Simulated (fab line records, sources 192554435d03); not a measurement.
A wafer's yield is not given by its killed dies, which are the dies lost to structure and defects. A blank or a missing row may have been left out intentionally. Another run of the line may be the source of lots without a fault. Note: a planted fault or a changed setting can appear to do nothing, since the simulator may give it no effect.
Which tool was responsible? | flow n5_finfet | 9 lots with 27 wafers sampled at 6 steps, on a route of 1938 steps

## WHAT EACH GAUGE READ, for each wafer
N5_BEOL_M4_RC_MEAS_101.
lot  | measured     | on        | DIBL_N (mV/V)  | DIBL_P (mV/V)  | IOFF_N (nA/um)    | IOFF_P (nA/um)    | ION_N (uA/um) | ION_P (uA/um) | SS_N (mV/dec)  | SS_P (mV/dec)  | VT_N (mV)         | VT_P (mV)
L917 | day 8 23:34  | prober-01 | 34.6 34.2 36.5 | 33.6 32.9 36.7 | 0.135 0.121 0.167 | 0.161 0.154 0.203 | 666 663 674   | 450 452 462   | 72.3 71.7 72.4 | 72.7 73.2 73.9 | 252.2 251.1 250.2 | -252.7 -256.1 -251.2
L919 | day 9 18:59  | prober-01 | 35.4 35.3 35.5 | 37.2 36.7 36.8 | 0.147 0.145 0.142 | 0.184 0.182 0.176 | 676 670 670   | 449 456 454   | 71.5 71.5 72.1 | 72.9 73.2 73.9 | 252.4 252.5 255.6 | -253.0 -253.3 -251.6
L927 | day 12 18:58 | prober-02 | 35.2 35.2 36.1 | 34.7 36.1 36.3 | 0.131 0.147 0.147 | 0.185 0.210 0.188 | 658 684 664   | 450 468 453   | 71.7 70.9 71.8 | 73.8 73.9 73.7 | 254.0 251.6 252.1 | -251.0 -248.5 -253.5
L930 | day 13 23:42 | prober-02 | 36.7 38.7 35.9 | 36.2 38.6 35.9 | 0.163 0.209 0.159 | 0.195 0.239 0.207 | 665 682 675   | 451 460 461   | 71.7 72.5 72.3 | 73.4 73.7 73.2 | 248.8 246.4 248.9 | -249.6 -246.2 -251.1
L931 | day 14 05:13 | prober-01 | 36.4 35.2 37.0 | 36.7 36.0 38.2 | 0.158 0.150 0.183 | 0.191 0.186 0.222 | 683 678 688   | 464 459 469   | 72.2 72.1 72.0 | 73.5 72.6 74.2 | 251.5 249.7 247.0 | -252.5 -253.6 -250.8
L936 | day 14 22:32 | prober-01 | 35.8 35.5 34.8 | 36.4 34.8 34.7 | 0.172 0.154 0.147 | 0.200 0.179 0.184 | 682 676 677   | 461 458 464   | 70.8 71.4 70.5 | 73.0 73.1 72.1 | 246.2 247.9 250.8 | -253.4 -254.3 -251.8
L937 | day 15 08:37 | prober-01 | 36.0 35.2 35.2 | 36.6 35.6 35.0 | 0.165 0.144 0.141 | 0.215 0.190 0.183 | 682 674 679   | 462 462 466   | 71.3 70.7 71.6 | 73.0 73.1 73.3 | 247.6 250.9 252.5 | -251.8 -250.1 -251.1
L938 | day 16 03:17 | prober-02 | 35.3 34.8 34.6 | 36.4 34.8 35.8 | 0.154 0.143 0.151 | 0.208 0.183 0.206 | 679 683 691   | 472 466 466   | 71.6 70.8 71.3 | 72.7 72.7 72.1 | 247.8 248.7 250.1 | -249.9 -250.5 -247.9
L939 | day 15 20:00 | prober-01 | 33.8 35.6 36.2 | 35.9 36.3 37.2 | 0.157 0.190 0.183 | 0.187 0.194 0.204 | 675 668 668   | 459 452 452   | 70.8 71.2 71.7 | 73.3 73.7 74.0 | 248.4 248.9 250.5 | -252.7 -254.3 -252.4

## TOOL THAT RAN EACH LOT (tool first, then ch and the chambers of the sampled wafers, then the start)
lot  | N5_BEOL_M2_DESCUM_33               | N5_BEOL_M2_ETCH_70                 | N5_BEOL_M2_HM_STRIP_39              | N5_BEOL_M2_ALD_84                   | N5_BEOL_M2_CMP_52
L917 | rie_diel-03 ch 0,1,2, day 6 20:11  | rie_diel-06 ch 0,3, day 7 21:24    | wet_bench-05 ch 5,6,7, day 7 21:48  | ald_metal-04 ch 1,2,3, day 7 22:17  | cmp-03 ch 1,2,3, day 8 01:17
L919 | rie_diel-03 ch 2,3, day 7 05:55    | rie_diel-05 ch 0,2,3, day 8 02:02  | wet_bench-05 ch 0,1,2, day 8 02:23  | ald_metal-02 ch 1,2, day 8 02:59    | cmp-01 ch 0,1,2, day 8 07:29
L927 | rie_diel-05 ch 0,2, day 9 16:30    | rie_diel-05 ch 0,1,3, day 9 21:20  | wet_bench-06 ch 2,5,7, day 9 21:44  | ald_metal-02 ch 0,2,3, day 9 22:14  | cmp-01 ch 0,1,2, day 10 01:13
L930 | rie_diel-06 ch 0,2,3, day 11 03:20 | rie_diel-06 ch 1,2,3, day 12 05:48 | wet_bench-05 ch 1,2,6, day 12 06:12 | ald_metal-02 ch 0,2,3, day 12 06:34 | cmp-01 ch 0,2,3, day 12 09:29
L931 | rie_diel-03 ch 0,3, day 11 05:01   | rie_diel-05 ch 0,2,3, day 12 05:50 | wet_bench-06 ch 0,1,5, day 12 06:14 | ald_metal-04 ch 0,2,3, day 12 07:00 | cmp-03 ch 0,1,2, day 12 09:44
L936 | rie_diel-03 ch 0,2,3, day 11 20:25 | rie_diel-05 ch 2,3, day 12 22:47   | wet_bench-05 ch 0,3,4, day 12 23:11 | ald_metal-04 ch 0,1,3, day 12 23:28 | cmp-01 ch 0,1,3, day 13 03:44
L937 | rie_diel-06 ch 0,1,3, day 11 23:46 | rie_diel-03 ch 0,1, day 13 02:37   | wet_bench-05 ch 2,4,6, day 13 03:00 | ald_metal-04 ch 0,2, day 13 03:43   | cmp-01 ch 0,1, day 13 08:10
L938 | rie_diel-03 ch 1,2, day 12 21:45   | rie_diel-06 ch 1,3, day 13 14:30   | wet_bench-05 ch 1,2,3, day 13 14:53 | ald_metal-02 ch 1,2, day 13 15:40   | cmp-04 ch 0,2, day 13 20:25
L939 | rie_diel-03 ch 1,2,3, day 13 00:10 | rie_diel-03 ch 0,3, day 13 09:25   | wet_bench-01 ch 0,3,6, day 13 09:49 | ald_metal-03 ch 0,1,3, day 13 11:04 | cmp-01 ch 0,2, day 13 15:34
- N5_BEOL_M2_DESCUM_33: chemistry O2, time 7 s.
- N5_BEOL_M2_ETCH_70: etches SOC in N2/H2, target depth 80 nm, overetch 24 nm, time 130 s.
- N5_BEOL_M2_HM_STRIP_39: strips TiN in peroxide tin strip, target depth 25 nm, time 158 s.
- N5_BEOL_M2_ALD_84: deposits TaN, pulse time 2 s, purge time 3 s, co reactant purge time 2 s.
- N5_BEOL_M2_CMP_52: polishes, stops on SiOC, t overpolish 6.8 s, target thk 40 nm.

## AS READ BY THE TOOLS THEMSELVES (means over the sampled wafers that have a number; for cases with no such wafer, the mark the record gives instead)
N5_BEOL_M2_DESCUM_33.
lot  | tool        | drypump_motor_current_A (A) | oes_product_au (a.u.) | rf_vpp_V (V) | showerhead_plenum_p_Torr (Torr) | throttle_valve_pct (%)
L917 | rie_diel-03 | 5.49                        | 0.81                  | 242.2        | 2.05                            | 20.24
L919 | rie_diel-03 | 5.51                        | 0.80                  | 240.9        | 1.99                            | 20.47
L927 | rie_diel-05 | 5.38                        | 0.73                  | 244.2        | 2.14                            | 20.63
L930 | rie_diel-06 | 5.37                        | 0.73                  | 242.7        | 2.05                            | 20.50
L931 | rie_diel-03 | 5.41                        | 0.75                  | 243.1        | 2.10                            | 20.55
L936 | rie_diel-03 | 5.43                        | 0.76                  | 242.2        | 2.04                            | 20.53
L937 | rie_diel-06 | 5.59                        | 0.75                  | 242.1        | 2.06                            | 20.42
L938 | rie_diel-03 | 5.54                        | 0.77                  | 240.8        | 1.97                            | 20.30
L939 | rie_diel-03 | 5.45                        | 0.79                  | 242.8        | 2.04                            | 20.40

N5_BEOL_M2_ETCH_70.
lot  | tool        | drypump_motor_current_A (A) | oes_product_au (a.u.) | rf_vpp_V (V) | showerhead_plenum_p_Torr (Torr) | throttle_valve_pct (%)
L917 | rie_diel-06 | 5.47                        | 0.56                  | 521.4        | 2.47                            | 17.94
L919 | rie_diel-05 | 5.57                        | 0.58                  | 525.0        | 2.58                            | 17.77
L927 | rie_diel-05 | 5.42                        | 0.64                  | 525.9        | 2.61                            | 17.83
L930 | rie_diel-06 | 5.46                        | 0.55                  | 523.8        | 2.54                            | 17.74
L931 | rie_diel-05 | 5.54                        | 0.56                  | 526.0        | 2.57                            | 17.83
L936 | rie_diel-05 | 5.70                        | 0.59                  | 524.2        | 2.56                            | 17.68
L937 | rie_diel-03 | 5.43                        | 0.56                  | 523.4        | 2.54                            | 17.70
L938 | rie_diel-06 | 5.66                        | 0.55                  | 523.4        | 2.55                            | 17.72
L939 | rie_diel-03 | 5.43                        | 0.55                  | 523.8        | 2.54                            | 17.88

N5_BEOL_M2_HM_STRIP_39.
lot  | tool         | bath_guard_temp_C (C) | bath_heat_duty_pct (%)
L917 | wet_bench-05 | 50.2                  | 8.2
L919 | wet_bench-05 | 50.0                  | 6.2
L927 | wet_bench-06 | 50.2                  | 6.9
L930 | wet_bench-05 | -                     | -
L931 | wet_bench-06 | -                     | -
L936 | wet_bench-05 | 50.4                  | 7.3
L937 | wet_bench-05 | 50.5                  | 7.5
L938 | wet_bench-05 | 50.1                  | 6.6
L939 | wet_bench-01 | 49.9                  | 7.4

N5_BEOL_M2_ALD_84.
lot  | tool         | heater_power_w (W)
L917 | ald_metal-04 | 433
L919 | ald_metal-02 | 460
L927 | ald_metal-02 | 435
L930 | ald_metal-02 | 432
L931 | ald_metal-04 | 416
L936 | ald_metal-04 | 438
L937 | ald_metal-04 | 433
L938 | ald_metal-02 | 448
L939 | ald_metal-03 | 442

N5_BEOL_M2_CMP_52.
lot  | tool   | barrier_field_endpoint_s (s) | motor_current_A (A)
L917 | cmp-03 | 24.7                         | 5.7
L919 | cmp-01 | 24.6                         | 5.9
L927 | cmp-01 | 25.2                         | 6.0
L930 | cmp-01 | 33.0                         | 5.8
L931 | cmp-03 | 33.5                         | 6.2
L936 | cmp-01 | 24.4                         | 5.8
L937 | cmp-01 | 23.8                         | 6.0
L938 | cmp-04 | 24.6                         | 6.2
L939 | cmp-01 | 24.4                         | 5.9

## THE ANSWER, worked out from the rows above alone
Rule: the usual values come from the lots themselves. The widest of any qualifying gaps counts: lots, ordered by their means at a reading, are off when they make up no more than a third of the lots, leave a main group of 4 or more, and stand apart from it by 3 or more times the standard deviation of that group's means. If all means in a main group match to the digits the tables above print for the reading, that group is not used. A lot without any number at a reading at which 4 lots or more have one is off too. All remaining lots with rows at the step are treated as sound. After the gauges, taken in route order, come the tools' own readings; for these a lot's mean is taken, as printed above. At the first step where some lot is off, the reading lying furthest off is the one used; lots without a number count as furthest.
Off: L930, L931, seen at N5_BEOL_M4_RC_MEAS_101 (DIBL_N). The main group: mean 35.3 mV/V, standard deviation 0.2.
A tool fits if, at a process step before that reading, it ran every lot that is off, and no sound lot after the first of them. The gauges at N5_BEOL_M4_RC_MEAS_101 aren't tried: what is off there is off at N5_BEOL_M2_HM_STRIP_39 too, on other tools, and a gauge's error can't cause that. Not one of the candidates tried fits.

## WHAT HAD BEEN PUT IN BY THE SIMULATOR
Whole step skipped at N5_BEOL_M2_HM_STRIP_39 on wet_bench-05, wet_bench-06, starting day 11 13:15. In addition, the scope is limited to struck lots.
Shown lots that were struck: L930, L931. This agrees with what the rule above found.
